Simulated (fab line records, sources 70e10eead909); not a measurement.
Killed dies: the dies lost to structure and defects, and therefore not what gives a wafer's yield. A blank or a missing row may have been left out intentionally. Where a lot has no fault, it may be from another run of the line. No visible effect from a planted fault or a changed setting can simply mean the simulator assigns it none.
fab line records	flow nand_harc
record: lots: 11	wafers: 33	last_day: 35
route steps=1302 shown A_CONTACT@1024
lots untouched by any fault: they come from a run of this same line in which no faults occurred
start_h: hours from the record's first day to the start of the lot's first wafer shown	wait_h: hours since the lot's step before	" same as the row above	L1.1+2: a row that stands for several wafers	- no value present, or no start provided	* or withheld: withheld	< > ~ a bound
route shown NAME@n: NAME is a module with steps in the file, n the number in the route of the first one	usual: mean/standard deviation of fault-free wafers	same: alike in all rows	chamber/n: place in a boat	sites: the reading at each site	_std_site: the values' standard deviation	_edge_site: inner sites' mean taken away from outer sites' mean	radius_mm: for every site, how far away it sits from the centre of the wafer	mask NAME#n: copy n	behind: the most recent tool/chamber to have shaped the wafer	hold: what put the lot on hold/how long, in hours/how the hold closed	device: the n, p or np transistor that did not switch	end of line: tests run on the same wafers once the route is complete	where a step has no rows: the recipe by itself	killed: not the wafer's yield, but the dies lost to structure and defects at the first sort	map: dies across one wafer; x = killed, . = not, _ = none there
set.NAME: the setting the step ran with; set.NAME@STEP: the setting that earlier step ran with	model.NAME: the simulator's own value behind a step, which no gauge read
the route's steps for a sample of lots (tables are steps, rows are wafers)
services: from which hour (start_h, from the record's first day; less than 0 if before it) a tool's chamber was out of use, for how many hours, and why
== steps ==
step: NHARC_A_CONTACT_ETCH_102
recipe: target_depth_a: 1000	overetch_a: 100	time_s: 55	ion_energy_ev: 100	cf4_flow_sccm: 80	o2_flow_sccm: 20	ar_flow_sccm: 0	rf_w: 300	bias_w: 100	chemistry: CF4/O2
usual: drypump_motor_current_A: 5.4/0.48	oes_o_777_au: 1.000/0.0043	oes_product_au: 1.000/0.011	rf_vpp_V: 197.5/1.7	showerhead_plenum_p_Torr: 1.32/0.074	throttle_valve_pct: 13.398/0.009
lot.wafer	tool	chamber	start_h	wait_h	drypump_motor_current_A	oes_o_777_au	oes_product_au	rf_hours_counter_h	rf_vpp_V	showerhead_plenum_p_Torr	throttle_valve_pct
L142.1	rie_diel-04	3	516.03	0.1	6.6	0.994	0.976	51	200.5	1.43	13.408
L142.2	"	0	"	"	5.5	0.999	0.994	52	195.9	1.30	13.416
L142.3	"	2	"	"	5.3	0.998	1.009	47	198.6	1.35	13.393
L141.4	rie_diel-05	2	517.76	0.1	5.7	0.998	1.012	33	195.4	1.24	13.386
L141.2	"	0	"	"	6.0	0.995	1.011	37	197.6	1.26	13.400
L141.5	"	2	"	"	5.7	0.994	1.009	-	195.9	1.24	13.391
L143.3	rie_diel-09	2	527.78	0.1	4.7	1.002	1.025	4	195.9	1.26	13.405
L143.2	"	3	"	"	5.5	1.007	0.984	4	199.7	1.45	13.384
L143.1	"	0	"	"	5.2	0.998	1.003	4	196.1	1.30	13.399
L145.2	rie_diel-05	0	558.56	0.1	5.9	1.006	1.016	52	195.0	1.25	13.388
L145.1	"	1	"	"	4.9	1.005	0.993	51	196.8	1.36	13.389
L145.5	"	0	"	"	6.0	1.006	1.003	-	194.5	1.25	13.382
L149.2	rie_diel-09	3	593.46	0.1	5.6	1.007	0.995	15	200.9	1.44	13.388
L149.4	"	1	"	"	6.0	1.004	1.000	17	196.4	1.24	13.394
L149.6	"	2	"	"	4.6	0.996	1.010	-	197.1	1.25	13.386
L150.3	rie_diel-09	3	596.37	0.1	5.5	1.000	0.988	16	198.9	1.44	13.401
L150.5	"	2	"	"	4.7	1.005	1.026	-	196.3	1.25	13.402
L150.6	"	3	"	"	5.5	1.008	0.993	-	199.3	1.44	13.398
L153.2	rie_diel-05	1	638.41	0.1	4.9	1.007	0.983	15	198.5	1.35	13.401
L153.4	"	2	"	"	5.7	1.006	1.002	16	199.0	1.44	13.398
L153.1	"	3	"	"	5.2	1.000	0.999	11	198.5	1.35	13.401
L156.4	rie_diel-09	3	667.15	0.0	5.6	0.996	0.994	25	199.1	1.44	13.412
L156.1	"	1	"	"	6.0	1.004	0.995	31	194.4	1.24	13.393
L156.5	"	3	"	"	5.6	1.010	1.004	-	201.8	1.44	13.383
L159.2	rie_diel-05	2	685.39	0.1	5.7	1.006	1.012	34	199.6	1.44	13.421
L159.4	"	3	"	"	5.3	1.004	1.003	25	198.4	1.35	13.388
L159.5	"	1	"	"	4.9	0.999	0.996	-	199.5	1.35	13.390
L157.3	rie_diel-04	1	686.99	0.1	5.6	0.998	1.015	36	195.1	1.28	13.394
L157.1	"	3	"	"	6.5	0.999	0.992	51	197.8	1.42	13.388
L157.5	"	1	"	"	5.6	0.997	1.007	-	197.3	1.28	13.382
L160.3	rie_diel-09	2	722.20	0.1	4.7	1.004	1.013	4	196.3	1.25	13.403
L160.5	"	2	"	"	4.7	1.007	1.013	-	196.2	1.25	13.397
L160.6	"	3	"	"	5.6	1.004	1.000	-	199.9	1.44	13.400
step: NHARC_A_CONTACT_STRIP_55
recipe: o2_flow_sccm: 500	ar_flow_sccm: 0	bias_w: 0	chemistry: O2
usual: drypump_motor_current_A: 5.5/0.47	oes_product_au: 1.000/0.01	rf_vpp_V: 57.6/1	showerhead_plenum_p_Torr: 3.49/0.18	throttle_valve_pct: 17.036/0.0093
lot.wafer	tool	chamber	start_h	wait_h	drypump_motor_current_A	oes_product_au	rf_hours_counter_h	rf_vpp_V	showerhead_plenum_p_Torr	throttle_valve_pct
L142.2	rie_diel-04	1	-	-	5.6	1.010	48	58.3	3.42	17.035
L142.1	"	2	"	"	5.2	1.003	47	58.3	3.57	17.040
L142.3	"	3	"	"	6.6	0.984	51	59.2	3.78	17.030
L141.4	rie_diel-05	1	-	-	5.0	0.988	34	58.1	3.59	17.034
L141.2	"	2	"	"	5.7	1.005	33	57.6	3.28	17.024
L141.5	"	2	"	"	5.7	1.001	-	56.8	3.28	17.044
L143.3	rie_diel-09	3	-	-	5.6	0.984	4	59.7	3.81	17.045
L143.1	"	0	"	"	5.2	1.000	4	57.5	3.45	17.027
L143.2	"	2	"	"	4.7	1.008	4	58.4	3.33	17.038
L145.2	rie_diel-05	2	-	-	5.7	1.010	52	57.4	3.27	17.039
L145.1	"	3	"	"	5.2	0.988	55	55.4	3.58	17.025
L145.5	"	2	"	"	5.7	1.019	-	55.5	3.27	17.030
L149.4	rie_diel-09	0	-	-	5.2	1.006	16	58.0	3.44	17.034
L149.2	"	1	"	"	6.0	0.987	17	58.3	3.29	17.038
L149.6	"	1	"	"	6.1	0.998	-	55.9	3.29	17.042
L150.3	rie_diel-09	2	-	-	4.7	1.017	16	56.3	3.32	17.054
L150.5	"	2	"	"	4.7	1.000	-	56.0	3.32	17.038
L150.6	"	3	"	"	5.6	0.992	-	57.4	3.80	17.039
L153.1	rie_diel-05	0	-	-	6.0	0.987	16	56.5	3.31	17.029
L153.4	"	1	"	"	5.0	0.997	15	57.1	3.57	17.037
L153.2	"	3	"	"	5.3	0.999	11	58.1	3.57	17.031
L156.1	rie_diel-09	0	-	-	5.2	1.017	31	56.9	3.43	17.037
L156.4	"	2	"	"	4.7	1.015	30	56.0	3.31	17.034
L156.5	"	0	"	"	5.2	1.010	-	57.8	3.43	17.018
L159.4	rie_diel-05	0	-	-	6.0	0.996	30	57.8	3.30	17.020
L159.2	"	2	"	"	5.7	1.018	34	56.6	3.79	17.033
L159.5	"	3	"	"	5.3	1.002	-	56.0	3.57	17.023
L157.1	rie_diel-04	3	-	-	6.6	0.991	51	58.2	3.75	17.029
L157.3	"	1	"	"	5.6	0.995	36	57.9	3.40	17.035
L157.5	"	2	"	"	5.3	1.008	-	57.3	3.54	17.039
L160.3	rie_diel-09	0	-	-	5.2	1.006	5	56.5	3.43	17.025
L160.5	"	2	"	"	4.7	1.024	-	56.8	3.31	17.050
L160.6	"	3	"	"	5.6	0.995	-	57.9	3.79	17.030
step: NHARC_A_CONTACT_DEP_58
recipe: target_thk_a: 900	target_thk_nm: 90	temp_c: 400	pressure_torr: 3.5	flow_sccm: 200	rf_w: 350	material: SiON
usual: heater_power_outer_w: 457/100	heater_power_w: 737/120
lot.wafer	tool	chamber	start_h	wait_h	heater_power_outer_w	heater_power_w
L142.1	pecvd-03	2	521.69	2.7	343	610
L142.2	"	0	"	"	342	558
L142.3	"	1	"	"	368	600
L141.2	pecvd-02	2	526.75	2.2	518	905
L141.5	"	1	"	"	495	757
L141.4	"	2	"	"	531	939
L143.2	pecvd-03	1	533.50	2.2	435	687
L143.1	"	2	"	"	338	594
L143.3	"	0	"	"	326	550
L145.2	pecvd-03	0	566.60	2.2	395	624
L145.1	"	1	"	"	371	600
L145.5	"	2	"	"	301	591
L149.2	pecvd-03	2	598.86	2.1	324	610
L149.4	"	2	"	"	324	603
L149.6	"	1	"	"	432	675
L150.3	pecvd-04	1	600.27	1.6	419	765
L150.6	"	2	"	"	682	852
L150.5	"	0	"	"	464	710
L153.1	pecvd-03	0	644.76	2.7	395	637
L153.2	"	1	"	"	408	660
L153.4	"	1	"	"	422	661
L156.1	pecvd-02	1	671.06	2.7	453	719
L156.5	"	2	"	"	457	858
L156.4	"	0	"	"	605	909
L159.2	pecvd-03	2	689.81	2.2	285	558
L159.5	"	0	"	"	417	668
L159.4	"	1	"	"	404	643
L157.3	pecvd-03	1	691.86	1.6	381	616
L157.1	"	2	"	"	360	676
L157.5	"	2	"	"	377	659
L160.3	pecvd-04	0	731.14	1.7	469	729
L160.6	"	2	"	"	654	836
L160.5	"	1	"	"	403	723
step: NHARC_A_CONTACT_EXPOSE_66
recipe: na: 1.35	sigma_outer: 0.8	dose_mj: 59.02	mask_id: A_CC_2
usual: exposure_dose_mJ_cm2: 59.02/0.06
lot.wafer	tool	chamber	start_h	wait_h	mask	exposure_dose_mJ_cm2
L142.1	arfi_scanner-03	0	522.27	-	A_CC_2#0	59.08
L142.2	"	0	"	"	A_CC_2#0	58.94
L142.3	"	0	"	"	A_CC_2#0	59.07
L141.2	arfi_scanner-03	0	527.15	-	A_CC_2#0	58.91
L141.4	"	0	"	"	A_CC_2#0	58.94
L141.5	"	0	"	"	A_CC_2#0	58.99
L143.1	arfi_scanner-02	0	534.09	-	A_CC_2#0	58.97
L143.2	"	0	"	"	A_CC_2#0	58.96
L143.3	"	0	"	"	A_CC_2#0	59.04
L145.1	arfi_scanner-02	0	567.16	-	A_CC_2#0	59.10
L145.2	"	0	"	"	A_CC_2#0	59.06
L145.5	"	0	"	"	A_CC_2#0	59.05
L149.2	arfi_scanner-03	0	599.45	-	A_CC_2#0	59.02
L149.4	"	0	"	"	A_CC_2#0	59.12
L149.6	"	0	"	"	A_CC_2#0	59.05
L150.3	arfi_scanner-02	0	600.86	-	A_CC_2#0	79.09
L150.5	"	0	"	"	A_CC_2#0	79.10
L150.6	"	0	"	"	A_CC_2#0	79.10
L153.1	arfi_scanner-02	0	645.31	-	A_CC_2#0	75.11
L153.2	"	0	"	"	A_CC_2#0	75.03
L153.4	"	0	"	"	A_CC_2#0	75.08
L156.1	arfi_scanner-01	0	671.64	-	A_CC_2#0	58.96
L156.4	"	0	"	"	A_CC_2#0	59.02
L156.5	"	0	"	"	A_CC_2#0	58.95
L159.2	arfi_scanner-01	0	690.27	-	A_CC_2#0	59.07
L159.4	"	0	"	"	A_CC_2#0	58.91
L159.5	"	0	"	"	A_CC_2#0	59.04
L157.1	arfi_scanner-03	0	692.47	-	A_CC_2#0	58.96
L157.3	"	0	"	"	A_CC_2#0	59.00
L157.5	"	0	"	"	A_CC_2#0	59.05
L160.3	arfi_scanner-01	0	731.70	-	A_CC_2#0	59.08
L160.5	"	0	"	"	A_CC_2#0	59.13
L160.6	"	0	"	"	A_CC_2#0	59.03
step: NHARC_A_CONTACT_CD_MEAS_69
recipe: target_cd_nm: 300	landing_energy_ev: 500
usual: cd_nm: 300.0/0.7
lot.wafer	tool	chamber	start_h	wait_h	cd_nm
L142.1	cd_sem-01	0	522.41	-	300.1
L142.2	"	0	"	"	300.6
L142.3	"	0	"	"	301.4
L141.2	cd_sem-03	0	527.29	-	299.8
L141.4	"	0	"	"	300.3
L141.5	"	0	"	"	300.0
L143.1	cd_sem-02	0	534.24	-	300.1
L143.2	"	0	"	"	299.7
L143.3	"	0	"	"	300.2
L145.1	cd_sem-01	0	567.30	-	300.5
L145.2	"	0	"	"	299.7
L145.5	"	0	"	"	300.0
L149.2	cd_sem-03	0	599.58	-	299.8
L149.4	"	0	"	"	298.6
L149.6	"	0	"	"	299.6
L150.3	cd_sem-03	0	601.00	-	316.0
L150.5	"	0	"	"	317.0
L150.6	"	0	"	"	316.6
L153.1	cd_sem-03	0	645.45	-	312.9
L153.2	"	0	"	"	311.9
L153.4	"	0	"	"	312.3
L156.1	cd_sem-01	0	671.78	-	300.4
L156.4	"	0	"	"	300.6
L156.5	"	0	"	"	301.4
L159.2	cd_sem-01	0	690.41	-	300.3
L159.4	"	0	"	"	301.0
L159.5	"	0	"	"	301.6
L157.1	cd_sem-01	0	692.61	-	299.0
L157.3	"	0	"	"	299.5
L157.5	"	0	"	"	298.9
L160.3	cd_sem-02	0	731.84	-	300.1
L160.5	"	0	"	"	300.7
L160.6	"	0	"	"	300.8
== services ==
tool	chamber	start_h	hours	kind
rie_diel-09	-	497.10	9.0	pm
arfi_scanner-03	-	513.17	0.9	repair
arfi_scanner-03	-	532.03	4.0	repair
rie_diel-04	-	533.38	9.0	pm
arfi_scanner-03	-	538.02	0.7	repair
rie_diel-05	0	541.14	4.4	repair
arfi_scanner-03	-	545.64	4.0	pm
pecvd-03	-	547.56	13.0	pm
arfi_scanner-03	-	554.16	0.6	repair
rie_diel-05	0	571.25	7.7	repair
rie_diel-05	-	584.74	9.0	pm
rie_diel-04	2	591.69	4.0	repair
rie_diel-04	2	620.67	3.5	repair
rie_diel-05	3	621.63	9.3	repair
arfi_scanner-02	-	625.86	1.3	repair
pecvd-03	0	648.50	4.9	repair
rie_diel-04	1	656.79	14.2	repair
arfi_scanner-02	-	658.95	4.0	pm
rie_diel-09	-	674.10	9.0	pm
rie_diel-04	-	710.38	9.0	pm
rie_diel-09	1	713.42	9.6	repair
arfi_scanner-03	-	717.64	4.0	pm
rie_diel-04	1	727.41	11.2	repair
pecvd-03	-	728.56	13.0	pm
== key ==
first_sign: step: NHARC_A_CONTACT_EXPOSE_66	reading: exposure_dose_mJ_cm2	direction: up	sigmas: 99+	usual: 59.02	struck: 77.09
effect: step: NHARC_A_CONTACT_CD_MEAS_69	reading: cd_nm	direction: up	sigmas: 21	usual: 300.0	struck: 314.4	through: control_loop
met_at NHARC_A_CONTACT_EXPOSE_66
struck_lots L150,L153
tester_left_out L150,L153
loop_trim: step: NHARC_A_CONTACT_EXPOSE_66	setting: dose	lots: L153
not_acting_at NHARC_A_CONTACT_ETCH_102,NHARC_A_CONTACT_STRIP_55,NHARC_A_CONTACT_DEP_58
onset_between 567.16 600.86
fault: kind: process_parameter_drift	tool: arfi_scanner-02	chamber: -	onset_h: 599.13	steps: NHARC_A_CONTACT_EXPOSE_66	channel: dose_mj	offset: 20.117	shape: step	acts_in: these_recipes_only	stated: 59.02
tester_left_out: of these lots the tester's yield and bins aren't shown, on N5 and GAA mostly nor the transistor test; their killed dies are dies lost to structure and defects alone, not to doping, threshold or leakage, so they don't give the yield
loop_trim: a control loop set the setting to another value than it would have without faults
